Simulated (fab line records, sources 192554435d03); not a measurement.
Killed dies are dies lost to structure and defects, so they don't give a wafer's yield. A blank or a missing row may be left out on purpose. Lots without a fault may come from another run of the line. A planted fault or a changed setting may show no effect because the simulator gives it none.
One fault seen from 2 desks | flow n5_finfet | each desk has only its own numbers; what lay behind them comes last

THE TOOL OWNER'S DESK: litho_track-01
The tool's own readings at N5_BEOL_M0_SAQP_COAT_87 (time 60 s, resist thk 5 nm): means of the sampled wafers that have a number, for each lot that ran on this tool. A lot is out of limits, marked OUT, if its mean lies more than 4 standard deviations from the usual mean; the brackets give that distance.
Columns: A = resist_line_temp_C at N5_BEOL_M0_SAQP_COAT_87, usual 22.97 C; B = spin_speed_rpm at N5_BEOL_M0_SAQP_COAT_87, usual 1500.1 rpm
lot  | first seen here | A     | B
L832 | day 5 23:03     | 22.91 | 1500.7
L837 | day 6 23:50     | 23.09 | 1608.6 (+90) OUT
L838 | day 7 11:43     | 22.90 | 1607.8 (+90) OUT
L849 | day 10 11:03    | 22.97 | 1499.4
This desk's finding: out of limits on L837, L838; first on L837, day 6 23:50 (spin_speed_rpm at N5_BEOL_M0_SAQP_COAT_87). In limits: L832, L849.

THE METROLOGY DESK
What the gauges read, lot by lot, whatever tool the lot ran on: means of the sampled wafers that have a number. A lot is out of limits, marked OUT, if its mean lies more than 4 standard deviations from the usual mean; the brackets give that distance. Of its 10 readings 7 are shown: those that lie furthest out on some lot.
Columns: A = DIBL_N at N5_BEOL_M4_RC_MEAS_101, usual 36.8 mV/V; B = DIBL_P at N5_BEOL_M4_RC_MEAS_101, usual 37.1 mV/V; C = IOFF_N at N5_BEOL_M4_RC_MEAS_101, usual 0.17 nA/um; D = ION_P at N5_BEOL_M4_RC_MEAS_101, usual 460 uA/um; E = SS_N at N5_BEOL_M4_RC_MEAS_101, usual 71.6 mV/dec; F = VT_N at N5_BEOL_M4_RC_MEAS_101, usual 249 mV; G = VT_P at N5_BEOL_M4_RC_MEAS_101, usual -250 mV
lot  | first seen here | A    | B    | C    | D   | E    | F   | G
L831 | day 7 14:53     | 38.2 | 36.4 | 0.19 | 453 | 72.0 | 249 | -253
L832 | day 7 22:00     | 35.3 | 36.8 | 0.16 | 460 | 71.3 | 251 | -249
L837 | day 8 18:54     | 35.7 | 35.8 | 0.16 | 454 | 71.6 | 251 | -254
L838 | day 9 15:49     | 40.6 | 40.5 | 0.22 | 465 | 71.9 | 245 | -249
L844 | day 11 02:58    | 34.1 | 33.7 | 0.12 | 461 | 70.7 | 253 | -248
L845 | day 11 14:58    | 36.3 | 36.4 | 0.16 | 476 | 71.4 | 249 | -245
L849 | day 12 16:10    | 34.9 | 34.1 | 0.14 | 455 | 71.2 | 251 | -253
L853 | day 13 15:09    | 35.1 | 35.7 | 0.14 | 452 | 72.0 | 252 | -254
L854 | day 13 16:32    | 37.3 | 38.2 | 0.20 | 464 | 72.0 | 246 | -243
This desk's finding: nothing out of limits on any of the 9 lots.

PUT TOGETHER
The tool owner's desk could have raised an alarm at day 6 23:50, on L837, L838.
The metrology desk saw nothing out of limits.
The metrology desk has L837, L838 on record, within its limits.
Of the lots named, all ran N5_BEOL_M0_SAQP_COAT_87 on litho_track-01.

WHAT THE SIMULATOR HAD PUT IN
Process parameter drift: litho_track-01, from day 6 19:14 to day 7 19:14, at N5_BEOL_M0_SAQP_COAT_87. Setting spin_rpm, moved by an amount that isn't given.
Lots struck among those shown: L837, L838.
Hours from the fault's start to each desk's first reading out of limits: the tool owner's desk, 5.
